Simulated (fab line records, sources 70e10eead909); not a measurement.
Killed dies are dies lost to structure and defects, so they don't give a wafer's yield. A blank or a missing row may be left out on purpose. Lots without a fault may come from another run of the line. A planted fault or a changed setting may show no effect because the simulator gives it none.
fab line records | flow nand_harc | part 2 of 2: steps 23 to 32 of 32
record lots=5 wafers=15 last_day=34
route steps=1302 shown A_STAIRCASE@833
lots that met no fault: from a run of the same line without faults
start_h: hours from the record's first day to the start of the lot's first wafer shown | wait_h: hours since the lot's step before | " the same as in the row above | L1.1+2: a row that stands for several wafers | - no value, or no start given | * or withheld: withheld | < > ~ a bound
route shown NAME@n: a module of which the file shows steps, and the number in the route of the first | usual: mean/standard deviation of fault-free wafers | same: alike in all rows | chamber/n: place in a boat | sites: the reading at each site | _std_site: their standard deviation | _edge_site: outer sites' mean less inner sites' | radius_mm: how far each site lies from the wafer's centre | mask NAME#n: copy n | behind: the tool/chamber that last shaped the wafer | hold: why the lot was held/for how many hours/how that ended | device: the transistor (n, p or np) that didn't switch | end of line: the same wafers' tests at the end of the route | a step without rows: its recipe alone | killed: dies lost to structure and defects at the first sort, not the wafer's yield | map: a wafer's dies, x killed, . not, _ none there
set.NAME: the setting as run; set.NAME@STEP: as run at that earlier step | model.NAME: the simulator's own value behind a step, which no gauge read
lots at some steps of the route; a table a step, a row a wafer
services: from which hour (start_h, from the record's first day; less than 0 if before it) a tool's chamber was out of use, for how many hours, and why
## steps
# step NHARC_A_STAIRCASE_DEHYDRATE_433
# recipe temp_c=150 time_s=120
# usual exhaust_pa=45.1/0.86
# columns lot.wafer tool chamber start_h wait_h exhaust_pa
L074.1 litho_track-05 0 422.55 0.1 45.4
L074.4 " 0 " " 45.6
L074.6 " 0 " " 45.1
L089.1 litho_track-03 0 583.57 0.1 44.6
L089.2 " 0 " " 44.9
L089.5 " 0 " " 44.9
L094.4 litho_track-03 0 618.50 0.1 43.1
L094.5 " 0 " " 45.0
L094.6 " 0 " " 45.0
L095.1 litho_track-05 0 639.32 0.1 44.7
L095.2 " 0 " " 43.5
L095.3 " 0 " " 45.2
L096.1 litho_track-02 0 670.27 0.1 44.9
L096.4 " 0 " " 43.4
L096.5 " 0 " " 43.1
# step NHARC_A_STAIRCASE_HMDS_434
# recipe time_s=30
# usual exhaust_pa=45.1/0.9
# columns lot.wafer tool chamber start_h wait_h exhaust_pa
L074.1 litho_track-05 0 - - 46.5
L074.4 " 0 " " 45.6
L074.6 " 0 " " 46.7
L089.1 litho_track-03 0 - - 45.3
L089.2 " 0 " " 45.5
L089.5 " 0 " " 46.0
L094.4 litho_track-03 0 - - 43.6
L094.5 " 0 " " 44.9
L094.6 " 0 " " 44.3
L095.1 litho_track-05 0 - - 44.3
L095.2 " 0 " " 44.8
L095.3 " 0 " " 46.2
L096.1 litho_track-02 0 - - 44.6
L096.4 " 0 " " 43.8
L096.5 " 0 " " 43.9
# step NHARC_A_STAIRCASE_COAT_435
# recipe spin_rpm=1200
# usual exhaust_pa=44.9/0.82
# columns lot.wafer tool chamber start_h wait_h exhaust_pa
L074.1 litho_track-05 0 - - 44.9
L074.4 " 0 " " 44.8
L074.6 " 0 " " 45.8
L089.1 litho_track-03 0 - - 44.3
L089.2 " 0 " " 46.7
L089.5 " 0 " " 45.6
L094.4 litho_track-03 0 - - 45.0
L094.5 " 0 " " 43.9
L094.6 " 0 " " 44.6
L095.1 litho_track-05 0 - - 45.2
L095.2 " 0 " " 45.0
L095.3 " 0 " " 44.7
L096.1 litho_track-02 0 - - 44.7
L096.4 " 0 " " 46.1
L096.5 " 0 " " 44.4
# step NHARC_A_STAIRCASE_SOFTBAKE_436
# recipe temp_c=135 time_s=170
# usual exhaust_pa=44.9/0.94
# columns lot.wafer tool chamber start_h wait_h exhaust_pa
L074.1 litho_track-05 0 - - 44.7
L074.4 " 0 " " 44.9
L074.6 " 0 " " 43.3
L089.1 litho_track-03 0 - - 43.2
L089.2 " 0 " " 43.1
L089.5 " 0 " " 43.6
L094.4 litho_track-03 0 - - 46.2
L094.5 " 0 " " 45.4
L094.6 " 0 " " 46.9
L095.1 litho_track-05 0 - - 45.6
L095.2 " 0 " " 45.4
L095.3 " 0 " " 45.0
L096.1 litho_track-02 0 - - 43.7
L096.4 " 0 " " 46.4
L096.5 " 0 " " 45.4
# step NHARC_A_STAIRCASE_EBR_437
# usual exhaust_pa=44.7/0.91
# columns lot.wafer tool chamber start_h wait_h exhaust_pa
L074.1 litho_track-05 0 - - 44.0
L074.4 " 0 " " 43.6
L074.6 " 0 " " 44.5
L089.1 litho_track-03 0 - - 46.2
L089.2 " 0 " " 45.0
L089.5 " 0 " " 46.6
L094.4 litho_track-03 0 - - 43.6
L094.5 " 0 " " 43.5
L094.6 " 0 " " 41.5
L095.1 litho_track-05 0 - - 44.8
L095.2 " 0 " " 44.8
L095.3 " 0 " " 45.1
L096.1 litho_track-02 0 - - 44.4
L096.4 " 0 " " 47.0
L096.5 " 0 " " 45.2
# step NHARC_A_STAIRCASE_EXPOSE_438
# recipe na=0.5 dose_mj=28.97 mask_id=STAIR_REV
# columns lot.wafer tool chamber start_h wait_h mask
L074.1+4+6 krf_scanner-03 0 422.88 - STAIR_REV#0
L089.1+2+5 krf_scanner-01 0 583.94 - STAIR_REV#0
L094.4+5+6 krf_scanner-03 0 618.88 - STAIR_REV#0
L095.1+2+3 krf_scanner-03 0 639.52 - STAIR_REV#0
L096.1+4+5 krf_scanner-03 0 670.48 - STAIR_REV#0
# step NHARC_A_STAIRCASE_PEB_439
# recipe peb_temp_c=115 peb_time_s=130
# usual exhaust_pa=45.2/0.92
# columns lot.wafer tool chamber start_h wait_h exhaust_pa
L074.1 litho_track-03 0 422.95 0.1 44.4
L074.4 " 0 " " 44.8
L074.6 " 0 " " 43.4
L089.1 litho_track-05 0 584.01 0.1 48.1
L089.2 " 0 " " 45.9
L089.5 " 0 " " 45.6
L094.4 litho_track-02 0 618.94 0.0 44.7
L094.5 " 0 " " 46.7
L094.6 " 0 " " 45.4
L095.1 litho_track-05 0 639.59 0.1 45.3
L095.2 " 0 " " 45.3
L095.3 " 0 " " 44.4
L096.1 litho_track-02 0 670.54 0.1 47.8
L096.4 " 0 " " 44.1
L096.5 " 0 " " 45.9
# step NHARC_A_STAIRCASE_DEVELOP_440
# recipe time_s=140
# usual exhaust_pa=45.1/0.96
# columns lot.wafer tool chamber start_h wait_h exhaust_pa
L074.1 litho_track-03 0 - - 45.2
L074.4 " 0 " " 45.2
L074.6 " 0 " " 44.1
L089.1 litho_track-05 0 - - 44.5
L089.2 " 0 " " 44.8
L089.5 " 0 " " 44.4
L094.4 litho_track-02 0 - - 46.6
L094.5 " 0 " " 46.2
L094.6 " 0 " " 45.9
L095.1 litho_track-05 0 - - 45.3
L095.2 " 0 " " 45.1
L095.3 " 0 " " 45.4
L096.1 litho_track-02 0 - - 44.7
L096.4 " 0 " " 45.1
L096.5 " 0 " " 44.7
# step NHARC_A_STAIRCASE_HARDBAKE_442
# recipe temp_c=120 time_s=140
# usual exhaust_pa=44.7/1
# columns lot.wafer tool chamber start_h wait_h exhaust_pa
L074.1 litho_track-03 0 423.16 - 44.8
L074.4 " 0 " " 45.1
L074.6 " 0 " " 44.7
L089.1 litho_track-02 0 584.23 - 44.9
L089.2 " 0 " " 44.3
L089.5 " 0 " " 43.9
L094.4 litho_track-02 0 619.17 - 46.1
L094.5 " 0 " " 45.8
L094.6 " 0 " " 46.2
L095.1 litho_track-02 0 639.81 - 47.0
L095.2 " 0 " " 44.5
L095.3 " 0 " " 45.5
L096.1 litho_track-03 0 670.76 - 46.2
L096.4 " 0 " " 45.9
L096.5 " 0 " " 45.5
# step NHARC_A_STAIRCASE_DESCUM_443
# recipe time_s=3 o2_flow_sccm=200 ar_flow_sccm=0 bias_power_w=0 chemistry=O2
# usual drypump_motor_current_A=5.8/0.53 oes_product_au=1.003/0.0088 rf_vpp_V=58.0/0.92 showerhead_plenum_p_Torr=1.93/0.1 throttle_valve_pct=11.311/0.0087
# columns lot.wafer tool chamber start_h wait_h drypump_motor_current_A oes_product_au rf_hours_counter_h rf_vpp_V showerhead_plenum_p_Torr throttle_valve_pct
L074.1 rie_diel-05 3 423.26 - 4.9 1.007 1 59.9 2.08 11.315
L074.4 " 1 " " 6.6 1.012 1 56.2 1.85 11.320
L074.6 " 3 " " 5.0 0.997 - 60.3 2.08 11.311
L089.2 rie_diel-04 3 584.33 - 6.2 1.012 12 58.1 1.88 11.320
L089.1 " 0 " " 5.2 1.004 0 57.4 1.80 11.304
L089.5 " 2 " " 5.7 1.008 - 57.4 1.90 11.287
L094.4 rie_diel-05 3 619.27 - 4.9 1.007 11 58.2 2.05 11.304
L094.6 " 3 " " 4.9 1.005 - 58.4 2.05 11.304
L094.5 " 0 " " 5.5 1.010 - 57.9 1.96 11.307
L095.3 rie_diel-05 1 639.91 - 6.7 1.001 9 57.5 1.83 11.304
L095.2 " 2 " " 6.3 1.007 14 58.6 1.80 11.319
L095.1 " 3 " " 4.9 0.996 18 59.2 2.05 11.308
L096.4 rie_diel-11 0 670.86 - 6.4 1.001 15 58.3 1.86 11.310
L096.1 " 1 " " 5.8 1.001 17 58.6 1.96 11.315
L096.5 " 3 " " 5.8 1.001 - 57.2 2.05 11.307
## services
# columns tool chamber start_h hours kind
rie_diel-04 - 365.64 0.3 repair
pecvd-03 - 366.22 13.0 pm
rie_diel-05 0 386.85 20.6 repair
litho_track-02 - 402.00 7.0 pm
rie_diel-05 - 406.65 9.0 pm
pecvd-03 0 413.59 3.8 repair
rie_diel-11 - 432.64 9.0 pm
wet_bench-05 - 436.80 8.0 pm
litho_track-03 - 450.00 7.0 pm
rie_diel-05 2 452.12 16.0 repair
wet_bench-01 - 453.60 8.0 pm
pecvd-01 1 464.36 8.1 repair
litho_track-05 - 474.00 7.0 pm
furnace-08 - 478.57 26.0 pm
pecvd-01 - 492.12 13.0 pm
pecvd-03 - 547.30 13.0 pm
litho_track-02 - 577.00 7.0 pm
rie_diel-05 - 583.65 9.0 pm
rie_diel-05 1 594.14 11.2 repair
rie_diel-11 - 609.92 9.0 pm
wet_bench-05 - 612.80 8.0 pm
litho_track-03 - 625.00 7.0 pm
wet_bench-01 - 629.60 8.0 pm
litho_track-05 - 649.00 7.0 pm
